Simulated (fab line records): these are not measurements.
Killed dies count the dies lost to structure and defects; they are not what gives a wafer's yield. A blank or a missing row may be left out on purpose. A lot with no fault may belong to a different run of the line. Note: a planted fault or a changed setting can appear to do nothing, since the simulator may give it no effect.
The tool behind it: which one?	flow n5Finfet	Sampling: 22 lots, 66 wafers, 6 of 1938 route steps

## WHAT THE GAUGES READ, wafer by wafer
N5_SDB_INSPECT_13: inspects for defects (brightfield).
lot	measured	on	rawDefectCount
L074	day 3 18:10	defectInspect-01	114 123 130
L075	day 3 23:58	defectInspect-02	72 119 67
L076	day 4 07:11	defectInspect-01	43 59 90
L077	day 4 12:12	defectInspect-02	66 84 76
L079	day 4 23:52	defectInspect-02	88 61 85
L080	day 5 05:53	defectInspect-01	41 78 65
L081	day 5 16:10	defectInspect-01	74 56 53
L082	day 5 22:17	defectInspect-01	115 77 50
L083	day 6 04:57	defectInspect-02	41 48 166
L084	day 6 06:29	defectInspect-02	122 111 68
L085	day 6 15:16	defectInspect-02	58 40 77
L086	day 6 23:46	defectInspect-02	89 33 59
L087	day 7 02:35	defectInspect-02	58 58 44
L088	day 7 06:14	defectInspect-01	49 37 33
L089	day 7 13:35	defectInspect-02	86 44 50
L090	day 7 17:16	defectInspect-02	81 72 35
L091	day 8 01:34	defectInspect-02	56 83 114
L092	day 8 05:34	defectInspect-02	61 100 143
L093	day 8 12:17	defectInspect-02	85 56 68
L094	day 8 20:00	defectInspect-01	62 60 63
L096	day 9 06:50	defectInspect-02	60 48 105
L097	day 9 11:27	defectInspect-02	83 69 110

N5_GATE_CUT_CD_MEAS_13: target cd 20 nm.
lot	measured	on	cdNm (nm)
L074	day 4 13:36	cdSem-03	20.21 20.66 20.65
L075	day 4 20:49	cdSem-03	20.33 20.06 19.64
L076	day 5 03:58	cdSem-02	19.83 20.81 20.41
L077	day 5 06:43	cdSem-03	20.05 20.11 20.50
L079	day 5 19:34	cdSem-02	20.20 20.51 19.94
L080	day 5 23:23	cdSem-03	20.07 20.28 20.08
L081	day 6 10:35	cdSem-02	20.30 20.74 20.19
L082	day 6 15:58	cdSem-01	19.44 19.69 19.41
L083	day 7 00:07	cdSem-01	19.85 19.84 20.19
L084	day 7 00:50	cdSem-03	20.45 20.15 20.27
L085	day 7 09:02	cdSem-02	20.15 20.10 20.30
L086	day 7 17:07	cdSem-02	20.33 20.07 20.04
L087	day 7 19:41	cdSem-02	19.79 19.91 19.95
L088	day 7 23:54	cdSem-01	20.03 20.28 20.07
L089	day 8 06:56	cdSem-01	20.17 20.32 20.16
L090	day 8 10:48	cdSem-03	19.93 19.81 19.58
L091	day 8 18:29	cdSem-01	20.49 20.15 20.42
L092	day 9 02:02	cdSem-01	19.84 19.84 20.15
L093	day 9 06:53	cdSem-01	20.06 20.54 19.98
L094	day 9 13:13	cdSem-01	19.98 19.88 19.96
L096	day 10 01:51	cdSem-01	19.96 19.88 20.17
L097	day 10 04:55	cdSem-03	20.47 20.23 20.11

## TOOL THAT RAN EACH LOT (tool first, then ch and the chambers of the sampled wafers, then the start)
lot	N5_SDB_STRIP_21	N5_HKMG_FIN_ETCH_35	N5_HKMG_FIN_STRIP_92	N5_GATE_CUT_PECVD_57
L074	rieDiel-01 ch 0,1,3, day 3 18:26	rieDiel-03 ch 0,1,3, day 4 04:03	rieDiel-03 ch 0,1,3, day 4 04:12	pecvd-04 ch 0,1,2, day 4 12:44
L075	rieDiel-04 ch 1,2,3, day 4 00:24	rieDiel-03 ch 0,1, day 4 09:40	rieDiel-03 ch 0,1, day 4 09:49	pecvd-03 ch 0,2, day 4 20:05
L076	rieDiel-04 ch 0,1,3, day 4 07:25	rieDiel-03 ch 1,2,3, day 4 17:01	rieDiel-03 ch 1,2,3, day 4 17:10	pecvd-04 ch 0,2, day 5 03:07
L077	rieDiel-01 ch 0,1,2, day 4 12:31	rieDiel-04 ch 0,1, day 4 22:10	rieDiel-04 ch 0,1, day 4 22:19	pecvd-03 ch 0,2, day 5 05:51
L079	rieDiel-01 ch 0,2,3, day 5 00:13	rieDiel-01 ch 1,2, day 5 11:28	rieDiel-01 ch 1,2, day 5 11:37	pecvd-01 ch 0,2, day 5 18:42
L080	rieDiel-01 ch 1,2,3, day 5 06:08	rieDiel-03 ch 1,2,3, day 5 15:31	rieDiel-03 ch 1,2,3, day 5 15:40	pecvd-04 ch 0,2, day 5 22:38
L081	rieDiel-01 ch 1,2,3, day 5 16:50	rieDiel-04 ch 1,2,3, day 6 02:21	rieDiel-04 ch 1,2,3, day 6 02:30	pecvd-01 ch 0,1,2, day 6 09:44
L082	rieDiel-03 ch 1,2,3, day 5 22:32	rieDiel-03 ch 0,2, day 6 07:36	rieDiel-03 ch 0,2, day 6 07:45	pecvd-04 ch 0,1, day 6 15:05
L083	rieDiel-03 ch 1,2,3, day 6 05:11	rieDiel-04 ch 0,1,3, day 6 16:12	rieDiel-04 ch 0,1,3, day 6 16:21	pecvd-03 ch 0,1, day 6 23:15
L084	rieDiel-03 ch 0,3, day 6 06:43	rieDiel-01 ch 0,1,3, day 6 16:39	rieDiel-01 ch 0,1,3, day 6 16:48	pecvd-04 ch 0,1, day 6 23:57
L085	rieDiel-03 ch 0,1,2, day 6 15:31	rieDiel-01 ch 0,1,2, day 7 01:14	rieDiel-01 ch 0,1,2, day 7 01:23	pecvd-01 ch 1,2, day 7 08:10
L086	rieDiel-04 ch 0,1,2, day 7 00:01	rieDiel-01 ch 0,1,2, day 7 09:17	rieDiel-01 ch 0,1,2, day 7 09:26	pecvd-04 ch 0,1,2, day 7 16:15
L087	rieDiel-04 ch 2,3, day 7 02:50	rieDiel-01 ch 1,3, day 7 11:55	rieDiel-01 ch 1,3, day 7 12:04	pecvd-04 ch 0,1,2, day 7 18:49
L088	rieDiel-04 ch 1,2,3, day 7 06:29	rieDiel-04 ch 0,1,2, day 7 16:06	rieDiel-04 ch 0,1,2, day 7 16:15	pecvd-04 ch 1,2, day 7 23:10
L089	rieDiel-01 ch 0,1, day 7 13:49	rieDiel-04 ch 0,3, day 7 22:53	rieDiel-04 ch 0,3, day 7 23:02	pecvd-04 ch 0,1,2, day 8 06:04
L090	rieDiel-04 ch 1,3, day 7 17:30	rieDiel-04 ch 1,2, day 8 02:59	rieDiel-04 ch 1,2, day 8 03:08	pecvd-01 ch 0,1,2, day 8 09:55
L091	rieDiel-04 ch 0,1,2, day 8 01:48	rieDiel-04 ch 0,2,3, day 8 10:31	rieDiel-04 ch 0,2,3, day 8 10:40	pecvd-01 ch 1,2, day 8 17:44
L092	rieDiel-01 ch 0,3, day 8 05:49	rieDiel-04 ch 2,3, day 8 15:03	rieDiel-04 ch 2,3, day 8 15:12	pecvd-04 ch 0,1,2, day 9 01:17
L093	rieDiel-01 ch 0,2, day 8 13:13	rieDiel-03 ch 1,2, day 8 22:37	rieDiel-03 ch 1,2, day 8 22:46	pecvd-01 ch 0,1,2, day 9 06:01
L094	rieDiel-03 ch 0,1, day 8 20:14	rieDiel-04 ch 2,3, day 9 05:29	rieDiel-04 ch 2,3, day 9 05:38	pecvd-04 ch 0,1, day 9 12:27
L096	rieDiel-01 ch 0,1,2, day 9 07:07	rieDiel-01 ch 0,1,3, day 9 16:18	rieDiel-01 ch 0,1,3, day 9 16:27	pecvd-01 ch 0,1, day 10 00:58
L097	rieDiel-03 ch 0,1,2, day 9 11:41	rieDiel-01 ch 1,3, day 9 21:04	rieDiel-01 ch 1,3, day 9 21:13	pecvd-01 ch 0,1, day 10 04:08
- N5_SDB_STRIP_21: strips in CF4.
- N5_HKMG_FIN_ETCH_35: etches SOC in N2/H2, target depth 215.8 nm, time 243.4 s.
- N5_HKMG_FIN_STRIP_92: strips SOC in N2/H2, time 20 s.
- N5_GATE_CUT_PECVD_57: deposits SiNx from SiH4/NH3/N2, target thk 21 nm.

## WHAT THE TOOLS THEMSELVES READ (means of the sampled wafers that have a number; where no wafer has one, the mark that the record gives instead)
N5_SDB_STRIP_21.
lot	tool	chamberPressureMTorr (mTorr)	drypumpMotorCurrentA (A)	oesProductAu (a.u.)	powerW (W)	rfVppV (V)	showerheadPlenumPTorr (Torr)	throttleValvePct (%)
L074	rieDiel-01	49.99	5.7	0.81	300.6	273.1	1.85	13.41
L075	rieDiel-04	49.99	6.0	0.79	298.8	270.9	1.81	13.48
L076	rieDiel-04	50.00	6.0	0.80	300.1	272.2	1.82	13.59
L077	rieDiel-01	50.00	5.2	0.74	299.8	271.2	1.79	13.52
L079	rieDiel-01	49.98	5.6	0.80	300.5	271.2	1.81	13.45
L080	rieDiel-01	50.01	5.4	0.77	300.2	271.5	1.82	13.51
L081	rieDiel-01	49.96	5.3	0.77	299.2	271.5	1.82	13.52
L082	rieDiel-03	49.98	5.5	0.74	299.7	272.2	1.82	13.52
L083	rieDiel-03	50.01	5.5	0.74	300.3	271.7	1.82	13.53
L084	rieDiel-03	50.01	5.5	0.76	299.9	271.6	1.86	13.43
L085	rieDiel-03	49.99	5.3	0.79	300.2	272.1	1.82	13.37
L086	rieDiel-04	50.04	6.0	0.77	299.9	271.5	1.79	13.64
L087	rieDiel-04	50.03	6.0	0.71	299.3	271.0	1.79	13.57
L088	rieDiel-04	50.01	6.0	0.75	299.7	271.3	1.80	13.55
L089	rieDiel-01	49.99	5.5	0.74	300.0	271.2	1.81	13.52
L090	rieDiel-04	49.98	5.9	0.76	300.2	271.7	1.83	13.58
L091	rieDiel-04	50.01	6.1	0.76	300.4	271.8	1.79	13.64
L092	rieDiel-01	49.97	5.9	0.77	300.8	272.2	1.83	13.45
L093	rieDiel-01	49.99	5.5	0.73	299.7	270.2	1.77	13.54
L094	rieDiel-03	49.94	5.3	0.78	299.6	272.6	1.85	13.35
L096	rieDiel-01	49.97	5.2	0.71	300.3	270.7	1.78	13.62
L097	rieDiel-03	49.97	5.3	0.76	299.8	272.1	1.82	13.43

N5_HKMG_FIN_ETCH_35.
lot	tool	chamberPressureMTorr (mTorr)	drypumpMotorCurrentA (A)	oesProductAu (a.u.)	rfVppV (V)	showerheadPlenumPTorr (Torr)	throttleValvePct (%)
L074	rieDiel-03	29.981	5.6	0.77	142.2	2.63	17.64
L075	rieDiel-03	29.999	5.3	0.82	141.8	2.64	17.48
L076	rieDiel-03	29.990	5.5	0.76	142.3	2.57	17.68
L077	rieDiel-04	30.007	6.1	0.81	141.6	2.56	17.96
L079	rieDiel-01	30.012	5.0	0.73	141.1	2.58	17.91
L080	rieDiel-03	30.005	5.5	0.75	141.7	2.57	17.69
L081	rieDiel-04	29.991	6.0	0.78	142.3	2.58	17.75
L082	rieDiel-03	29.957	5.2	0.80	142.7	2.58	17.52
L083	rieDiel-04	30.003	6.0	0.78	141.2	2.59	17.89
L084	rieDiel-01	29.975	5.7	0.79	142.7	2.62	17.68
L085	rieDiel-01	29.976	5.2	0.74	141.3	2.54	17.84
L086	rieDiel-01	29.976	5.2	0.73	142.2	2.54	17.86
L087	rieDiel-01	29.987	5.8	0.82	141.4	2.67	17.63
L088	rieDiel-04	30.014	6.1	0.76	142.0	2.55	17.87
L089	rieDiel-04	30.003	6.0	0.73	142.2	2.58	17.87
L090	rieDiel-04	29.995	6.1	0.74	141.6	2.53	17.74
L091	rieDiel-04	30.007	6.0	0.72	141.6	2.55	17.84
L092	rieDiel-04	30.003	6.0	0.71	141.5	2.57	17.73
L093	rieDiel-03	30.016	5.3	0.77	140.8	2.53	17.63
L094	rieDiel-04	29.998	6.0	0.71	142.1	2.57	17.74
L096	rieDiel-01	29.987	5.7	0.76	141.3	2.61	17.72
L097	rieDiel-01	30.056	5.8	0.80	142.8	2.66	17.66

N5_HKMG_FIN_STRIP_92.
lot	tool	chamberPressureMTorr (mTorr)	drypumpMotorCurrentA (A)	oesProductAu (a.u.)	powerW (W)	rfVppV (V)	showerheadPlenumPTorr (Torr)	throttleValvePct (%)
L074	rieDiel-03	49.96	5.5	0.78	499.5	54.5	3.46	18.75
L075	rieDiel-03	49.98	5.3	0.82	499.2	55.1	3.48	18.48
L076	rieDiel-03	49.98	5.5	0.76	499.3	55.7	3.40	18.84
L077	rieDiel-04	50.01	6.1	0.81	500.9	54.0	3.39	19.11
L079	rieDiel-01	49.97	5.0	0.73	500.4	55.1	3.40	19.02
L080	rieDiel-03	50.03	5.5	0.75	499.4	53.9	3.40	18.85
L081	rieDiel-04	49.99	6.0	0.77	499.3	54.4	3.40	18.76
L082	rieDiel-03	50.02	5.2	0.80	499.6	54.1	3.40	18.55
L083	rieDiel-04	49.98	6.0	0.78	499.1	54.3	3.41	19.01
L084	rieDiel-01	49.99	5.7	0.79	499.3	54.5	3.46	18.76
L085	rieDiel-01	50.01	5.2	0.74	499.2	53.6	3.35	19.01
L086	rieDiel-01	49.98	5.2	0.73	499.7	55.1	3.35	19.03
L087	rieDiel-01	50.02	5.8	0.82	499.5	54.0	3.52	18.64
L088	rieDiel-04	49.99	6.1	0.76	499.3	54.7	3.36	18.92
L089	rieDiel-04	49.99	6.0	0.73	499.4	54.0	3.41	19.03
L090	rieDiel-04	50.00	6.0	0.74	500.2	53.9	3.35	18.69
L091	rieDiel-04	49.99	6.0	0.72	498.9	54.0	3.37	18.94
L092	rieDiel-04	50.01	6.0	0.71	500.8	54.3	3.40	18.80
L093	rieDiel-03	50.01	5.3	0.76	500.0	54.3	3.34	18.70
L094	rieDiel-04	50.01	6.0	0.71	498.1	53.7	3.40	18.82
L096	rieDiel-01	49.99	5.7	0.77	499.6	54.9	3.44	18.81
L097	rieDiel-01	50.02	5.8	0.81	498.2	54.5	3.51	18.68

N5_GATE_CUT_PECVD_57.
lot	tool	heaterPowerW (W)	showerheadPlenumPTorr (Torr)	throttleValvePct (%)
L074	pecvd-04	949	5.17	39.1
L075	pecvd-03	586	5.04	40.9
L076	pecvd-04	917	5.18	37.9
L077	pecvd-03	620	5.07	40.5
L079	pecvd-01	753	5.17	39.6
L080	pecvd-04	845	5.19	37.4
L081	pecvd-01	868	5.19	40.1
L082	pecvd-04	931	5.12	40.8
L083	pecvd-03	802	5.14	41.7
L084	pecvd-04	945	5.15	39.4
L085	pecvd-01	902	5.24	39.6
L086	pecvd-04	878	5.16	39.2
L087	pecvd-04	909	5.16	39.1
L088	pecvd-04	921	5.15	40.3
L089	pecvd-04	902	5.17	39.0
L090	pecvd-01	832	5.18	40.2
L091	pecvd-01	860	5.23	39.8
L092	pecvd-04	933	5.16	39.0
L093	pecvd-01	856	5.19	40.1
L094	pecvd-04	918	5.13	40.9
L096	pecvd-01	845	5.16	40.9
L097	pecvd-01	812	5.14	40.5

## THE ANSWER, worked out from the rows above alone
Rule: the usual values come from the lots themselves. The widest of any qualifying gaps counts: lots, ordered by their means at a reading, are off when they make up no more than a third of the lots, leave a main group of 4 or more, and stand apart from it by 3 or more times the standard deviation of that group's means. If all means in a main group match to the digits the tables above print for the reading, that group is not used. A lot without any number at a reading at which 4 lots or more have one is off too. All remaining lots with rows at the step are treated as sound. The gauges are gone through in route order, then the tools' own readings, and for those a lot's mean is taken as printed above. The first step at which some lot is off is used, and at that step the reading that is off furthest; a lot without a number counts as furthest.
Nothing can be told from this: no lot is off at any reading shown.

## WHAT THE SIMULATOR HAD PUT IN
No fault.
